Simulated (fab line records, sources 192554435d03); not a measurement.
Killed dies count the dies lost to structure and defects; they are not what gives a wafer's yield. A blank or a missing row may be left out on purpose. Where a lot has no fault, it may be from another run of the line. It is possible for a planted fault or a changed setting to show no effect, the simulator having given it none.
Chamber matching + flow n5 finfet + N5_GATE_CUT_CMP_61 on cmp-03: 4 sister chambers
The step polishes, stops on SiNx, t overpolish 3 s. 4 wafers are shown with their chamber, then 10 later ones without.

## WAFERS PAIRED WITH THEIR CHAMBERS
| wafer  | chamber | motor current A (A) |
|--------|---------|---------------------|
| L082.6 | 0       | 12.8                |
| L084.4 | 1       | 10.8                |
| L086.1 | 2       | 11.0                |
| L086.3 | 3       | 10.8                |

## WAFERS WITH NO CHAMBER GIVEN
| wafer  | motor current A (A) |
|--------|---------------------|
| L086.5 | 11.2                |
| L090.1 | 11.8                |
| L090.3 | 10.1                |
| L090.5 | 11.0                |
| L092.2 | 14.8                |
| L092.3 | 11.2                |
| L092.6 | 10.4                |
| L097.2 | 9.9                 |
| L097.3 | 10.4                |
| L097.5 | 10.8                |

## EACH ONE'S CHAMBER
| wafer  | from the rows above               | in truth |
|--------|-----------------------------------|----------|
| L086.5 | can't be placed: 2 or 1 or 3 or 0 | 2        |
| L090.1 | can't be placed: 2 or 0 or 1 or 3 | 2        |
| L090.3 | can't be placed: 1 or 3 or 2      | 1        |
| L090.5 | can't be placed: 2 or 1 or 3      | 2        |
| L092.2 | 0                                 | 0        |
| L092.3 | can't be placed: 2 or 1 or 3 or 0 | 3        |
| L092.6 | can't be placed: 1 or 3 or 2      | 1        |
| L097.2 | can't be placed: 1 or 3 or 2      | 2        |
| L097.3 | can't be placed: 1 or 3 or 2      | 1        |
| L097.5 | can't be placed: 1 or 3 or 2      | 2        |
Correct placement for 1 of the 10. Not placeable from these rows: 9 (in 9, the candidates include the true chamber). Number placed wrongly: 0.
How it was worked out, from the rows above alone: a wafer's distance from a chamber is the root of the sum, over the readings, of the square of ((its reading less the chamber's mean) divided by the reading's scatter). If the next closest chamber is less than 2 further off than the closest, the wafer can't be placed; otherwise it belongs to the closest. A chamber's mean is the mean of its shown wafers. The scatter (one wafer shown for each chamber): square how far every hidden wafer sits from the nearest shown wafer, average those squares and take the square root.
